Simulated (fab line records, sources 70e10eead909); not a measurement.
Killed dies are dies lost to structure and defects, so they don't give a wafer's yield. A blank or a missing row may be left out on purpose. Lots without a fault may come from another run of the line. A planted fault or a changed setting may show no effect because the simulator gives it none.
A struck lot beside a sound one | flow nand_harc | 15 steps out of a route of 1159
Sound: wafers L115.1, L115.2, L115.5. Struck: wafers L124.1, L124.5, L124.6. The cause comes at the end.
At each step with rows: each side's tool, then ch and its chambers, then its first start. Under that, the readings that differ: sound wafers | struck wafers | difference of the means | sigmas: that difference in standard deviations of wafers without a fault.
alike: readings whose means differ by less than 2 such deviations, and words and numbers that are the same on both sides. not compared: withheld readings, readings that some wafer has no value for, bounds like >300 that may hide the same value, and numbers for which the record gives no deviation and whose values overlap.
The two part at a step that has a row with sigmas, a row that says differs or no value, or rows on one side only. Numbers that don't overlap but have no deviation are shown without sigmas and don't part them. A reading that every wafer of one side lacks parts them only if that side has two wafers or more.

NHARC_A_CHANNEL_FILL_D1_ETCHBACK_20: etches the open film in C4F8/O2/Ar, target depth 27 nm, time 13.5 s.
  sound on rie_diel-11 ch 0,1,2, day 9 13:07; struck on rie_diel-04 ch 0,1, day 12 00:29
  alike: oes_product_au, rf_vpp_V
  not compared: rf_hours_counter_h
NHARC_A_CHANNEL_FILL_D1_STRIP_28: strips in O2, time 20 s.
  sound on rie_diel-11 ch 0,1,3, day 9 13:11; struck on rie_diel-04 ch 0,3, day 12 00:34
  alike: drypump_motor_current_A, oes_product_au, rf_vpp_V, showerhead_plenum_p_Torr, throttle_valve_pct
  not compared: rf_hours_counter_h
then, 4 steps without rows for these wafers: NHARC_A_CHANNEL_FILL_D1_PRECLEAN_21 (cleans in dHF, time 30 s); NHARC_A_CHANNEL_FILL_D1_SRD_23; NHARC_A_CHANNEL_FILL_D1_CVD_05 (deposits poly-Si, target thk 5 nm); NHARC_A_CHANNEL_FILL_D1_ANNEAL_22 (time 7200 s).
NHARC_A_CHANNEL_FILL_D1_THK_MEAS_06: measures by ellipsometry.
  sound on film_metro-02, day 10 00:46; struck on film_metro-02, day 12 12:32
  alike: thk_nm
NHARC_A_CHANNEL_FILL_D1_ALD_25: deposits SiOx, target thk 60 nm, pulse time 10 s, ald cycles 600.
  sound on ald_hk-01 ch 0,1, day 10 00:50; struck on ald_hk-04 ch 0,3, day 12 13:07
  alike: heater_power_w, precursor_pulse_height_rel
  not compared: since_wet_clean_h
NHARC_A_CHANNEL_FILL_D1_ETCHBACK_08: etches the open film in C4F8, target depth 220 nm, time 110 s.
  sound on rie_diel-04 ch 0,1,3; struck on rie_diel-10 ch 0,1,2
  alike: oes_product_au, rf_vpp_V
  not compared: rf_hours_counter_h
NHARC_A_CHANNEL_FILL_D1_STRIP_29: strips in O2, time 20 s.
  sound on rie_diel-04 ch 0,3, day 10 06:34; struck on rie_diel-10 ch 2,3
  alike: drypump_motor_current_A, oes_product_au, rf_vpp_V, showerhead_plenum_p_Torr, throttle_valve_pct
  not compared: rf_hours_counter_h
then, 2 steps without rows for these wafers: NHARC_A_CHANNEL_FILL_D1_PRECLEAN_30 (cleans in dHF, time 30 s); NHARC_A_CHANNEL_FILL_D1_SRD_31.
NHARC_A_CHANNEL_FILL_D1_CVD_09: deposits poly-Si, target thk 150 nm, time 3000 s.
  sound on lpcvd_poly-02 ch 0, day 10 09:07; struck on lpcvd_poly-02, day 12 21:24
  no value came back on the struck wafers for any of 6 readings (pressure_mtorr (mTorr), run_length_s (s) and others); on the sound wafers pressure_mtorr (mTorr) reads 200.2 199.9 200.5
NHARC_A_CHANNEL_FILL_D1_CMP_10: polishes, target thk 150 nm.
  sound on cmp-01 ch 1,2,3, day 10 12:19; struck on cmp-03 ch 0,1,3, day 13 00:37
  reading                | sound          | struck      | difference | sigmas
  time_to_endpoint_s (s) | 10.5 16.8 17.2 | 3.5 4.9 5.2 | -10.3      | -4
  alike: motor_current_A, slurry_filter_dp_kPa
then, 1 step without rows for these wafers: NHARC_END_SORT_01.

WHERE THEY PART
First at NHARC_A_CHANNEL_FILL_D1_CVD_09; last, within this record, at NHARC_A_CHANNEL_FILL_D1_CMP_10.

WHY: what the simulator had put in
Skipped step whole: lpcvd_poly-02, from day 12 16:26 on, at NHARC_A_CHANNEL_FILL_D1_CVD_09. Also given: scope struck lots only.
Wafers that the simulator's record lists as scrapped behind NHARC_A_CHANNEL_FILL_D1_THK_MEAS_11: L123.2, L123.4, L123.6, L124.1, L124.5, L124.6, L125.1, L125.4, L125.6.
